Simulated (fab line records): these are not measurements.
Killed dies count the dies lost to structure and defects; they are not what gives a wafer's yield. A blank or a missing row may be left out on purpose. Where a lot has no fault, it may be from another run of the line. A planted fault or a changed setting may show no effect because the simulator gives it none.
Split-lot trial + flow n5Finfet + route with 1938 steps; 7 lots, 21 wafers read

== THE SPLIT ITSELF ==
At N5_BEOL_M7_VIA_ETCH_34 (etches SiCOH lowk in C4F6/O2, target depth 125.5 nm, time 50.5 s), the setting sourceW was moved away from the recipe's 345 W on 4 of the 21 wafers read, by -14.1% to +9.9%. All remaining wafers had this setting at the recipe value.

The reading is taken at the split's own step.

== THE READING ==
rfVppV, in V, at N5_BEOL_M7_VIA_ETCH_34 (etches SiCOH lowk in C4F6/O2, target depth 125.5 nm, time 50.5 s). A value of 667 V with a standard deviation of 7.9 V is what fault-free wafers of this fab line usually give.

| wafer  | tool, chamber at the split | sourceW as run, W | against the recipe | rfVppV, V | against lot-mates on the recipe |
|--------|----------------------------|-------------------|--------------------|-----------|---------------------------------|
| L075.3 | rieDiel-04, 0              | 345               | recipe             | 668       | -                               |
| L075.4 | rieDiel-04, 2              | 345               | recipe             | 655       | -                               |
| L075.6 | rieDiel-04, 3              | 345               | recipe             | 656       | -                               |
| L076.2 | rieDiel-05, 1              | 345               | recipe             | 670       | -                               |
| L076.3 | rieDiel-05, 2              | 345               | recipe             | 660       | -                               |
| L076.5 | rieDiel-05, 3              | 365.4             | +5.9%              | 643       | -22                             |
| L078.3 | rieDiel-05, 1              | 345               | recipe             | 670       | -                               |
| L078.4 | rieDiel-05, 2              | 345               | recipe             | 661       | -                               |
| L078.6 | rieDiel-05, 2              | 379.3             | +9.9%              | 629       | -36                             |
| L081.1 | rieDiel-04, 2              | 296.4             | -14.1%             | 711       | +33                             |
| L081.2 | rieDiel-04, 1              | 345               | recipe             | 678       | -                               |
| L081.5 | rieDiel-04, 0              | 296.4             | -14.1%             | 722       | +44                             |
| L086.1 | rieDiel-06, 2              | 345               | recipe             | 680       | -                               |
| L086.2 | rieDiel-06, 0              | 345               | recipe             | 673       | -                               |
| L086.4 | rieDiel-06, 3              | 345               | recipe             | 674       | -                               |
| L087.1 | rieDiel-06, 2              | 345               | recipe             | 680       | -                               |
| L087.3 | rieDiel-06, 3              | 345               | recipe             | 675       | -                               |
| L087.4 | rieDiel-06, 1              | 345               | recipe             | 660       | -                               |
| L096.3 | rieDiel-05, 3              | 345               | recipe             | 660       | -                               |
| L096.4 | rieDiel-05, 0              | 345               | recipe             | 668       | -                               |
| L096.5 | rieDiel-05, 3              | 345               | recipe             | 659       | -                               |

THE FIT
A straight line over all 21 wafers: rfVppV changes by -3.61 V for each +1% of sourceW; r = -0.92; the points scatter about the line by 8 V.
The same after taking each lot's own level away (the mean of its wafers on the recipe; 21 wafers): -2.99 V for each +1%; r = -0.94; scatter 5.7 V.
According to that fit, moving sourceW by its largest amount changes the reading by 42 V.
Measured against the standard deviation above, the lots' own levels, which go from 659.7 to 678.0 V, span 2.3 times it.
Thus the slope moves with the lot-to-lot level: the two fits are different.
Check: with one of the wafers moved furthest among these (-14.1%) left out of the fit, the line predicts +46.7 V for it against its lot-mates. Against them it came out at +33 V.
Tool readings at the split's step, against how far the setting was moved: rfVppV r = -0.92.

== THESE WAFERS: OTHER SPLITS ==
These wafers also went through other splits before the reading. Each is held against what the fit with the lots' levels taken away leaves over:
| other split on the same wafers  | wafers away from the commonest value | r with rfVppV (lot level and that fit taken away) |
|---------------------------------|--------------------------------------|---------------------------------------------------|
| N5_BEOL_M6_TRENCH_ETCH_37 timeS | 8                                    | -0.06                                             |

== THE FILE'S OWN FIT ==
rfVppV changes by -3.16 V for each +1% of sourceW, r = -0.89.
